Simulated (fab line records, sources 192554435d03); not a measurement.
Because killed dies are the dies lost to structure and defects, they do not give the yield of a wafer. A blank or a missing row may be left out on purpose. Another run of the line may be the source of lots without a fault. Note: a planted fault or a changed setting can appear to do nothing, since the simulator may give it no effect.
A struck lot beside a sound one    flow n5-finfet    16 out of 1938 route steps
Sound: the wafers L521.2, L521.5, L521.6. The struck wafers were L532.3, L532.5, L532.6. The cause is given at the end.
Per side, at each step with rows, come the tool, then ch with its chambers, and then its first start. Under that, the readings that differ: sound wafers    struck wafers    difference of the means    sigmas: that difference in standard deviations of wafers without a fault.
alike: same words and numbers on both sides, and readings whose means sit less than 2 such deviations apart. not compared: any withheld reading, any reading some wafer has no value for, any bound like >300 that may hide the same value, and any number with overlapping values for which the record gives no deviation.
A row with sigmas, a row that says differs or no value, or rows on one side alone: a step with any of these is where the two part. Non-overlapping numbers with no deviation appear without sigmas and do not part them. Lack of a reading on every wafer of one side parts them only where that side has two or more wafers.

first, 7 steps without rows for these wafers: N5_MOL_CONTACT_COAG_COAT_77 (time 60 s, resist thk 10 nm); N5_MOL_CONTACT_COAG_COAT_78 (resist thk 40 nm); N5_MOL_CONTACT_COAG_EBR_80; N5_MOL_CONTACT_COAG_SOFTBAKE_79 (time 60 s); N5_MOL_CONTACT_COAG_EXPOSE_81 (exposes mask VG, defocus 0 nm); N5_MOL_CONTACT_COAG_PEB_82 (peb time 60 s); N5_MOL_CONTACT_COAG_DEVELOP_83 (develop time 30 s).
N5_MOL_CONTACT_COAG_CD_MEAS_84 targets a cd of 25.1 nm.
  sound on cd-sem-01 ch 0, day 7 17:50; struck on cd-sem-02 ch 0, day 10 06:06
  alike: cd-nm
N5_MOL_CONTACT_COAG_OVL_MEAS_85:
  sound on overlay-02 ch 0, day 7 17:53; struck on overlay-01 ch 0, day 10 06:08
  alike: VG_OVL
N5_MOL_CONTACT_COAG_INSPECT_57: inspects for defects (brightfield).
  sound on defect-inspect-02, day 7 17:56; struck on defect-inspect-02, day 10 06:11
  alike: raw-defect-count
N5_MOL_CONTACT_COAG_DESCUM_88: chemistry O2, time 7 s.
  sound on rie-diel-01 ch 1,3, day 7 17:58; struck on rie-diel-05 ch 0,1, day 10 06:13
  alike: drypump-motor-current-A, oes-product-au, rf-fwd-power-W, rf-vpp-V, showerhead-plenum-p-Torr, throttle-valve-pct
  not compared: rf-hours-counter-h
N5_MOL_CONTACT_COAG_ETCH_89: etches underlayer in N2/H2, target depth 13 nm, time 10.4 s.
  sound on rie-diel-01 ch 1,3, day 7 18:00; struck on rie-diel-05 ch 0,1, day 10 06:16
  alike: drypump-motor-current-A, etch-rf-on-time-s, oes-product-au, rf-fwd-power-W, rf-vpp-V, showerhead-plenum-p-Torr, throttle-valve-pct
  not compared: rf-hours-counter-h
N5_MOL_CONTACT_COAG_ETCH_90: etches SiARC in CF4, target depth 13 nm, time 21.7 s.
  sound on rie-diel-01 ch 1,3, day 7 18:01; struck on rie-diel-05 ch 0,1, day 10 06:17
reading                sound           struck          difference  sigmas
etch-rf-on-time-s (s)  21.8 21.7 21.4  12.9 12.9 12.6  -8.8        -23
oes-product-au (a.u.)  0.63 0.63 0.68  0.84 0.83 0.89  +0.21       +3
  alike: drypump-motor-current-A, rf-fwd-power-W, rf-vpp-V, showerhead-plenum-p-Torr, throttle-valve-pct
  not compared: rf-hours-counter-h
N5_MOL_CONTACT_COAG_ALD_131: deposits SiO2, target thk 5 nm, pulse time 1 s, co reactant pulse time 1 s.
  sound on ald-sin-03 ch 0,2,3, day 7 18:06; struck on ald-sin-03 ch 0,1,3, day 10 06:22
  alike: heater-power-w, precursor-pulse-height-rel
-- here the record skips 3 days between the struck wafers' starts before and after, leaving off in module MOL_CONTACT_COAG and picking up in module BEOL_M4 (first step shown: number 1111 of the route) --
N5_BEOL_M4_RC_MEAS_101:
  sound on prober-01 ch 0, day 10 03:36; struck on prober-01 ch 0, day 13 12:31
  alike: DIBL_N, DIBL_P, IOFF_N, IOFF_P, ION_N, ION_P, SS_N, SS_P, VT_N, VT_P
-- a jump in the record: the struck wafers' starts before and after are 4 days apart (it breaks off in module BEOL_M4 and resumes in module PASSIVATION, where the first step shown is number 1936 of the route) --
N5_PASSIVATION_PROBE_49:
  record: rows for the struck wafers here (prober-01, day 17 23:47), none for the sound ones

== WHERE THEY PART ==
Last at N5_PASSIVATION_PROBE_49 as far as this record goes, first at N5_MOL_CONTACT_COAG_ETCH_90.

WHY: whatever the simulator had introduced
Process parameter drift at N5_MOL_CONTACT_COAG_ETCH_90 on rie-diel-05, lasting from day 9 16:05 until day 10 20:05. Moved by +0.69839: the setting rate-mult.
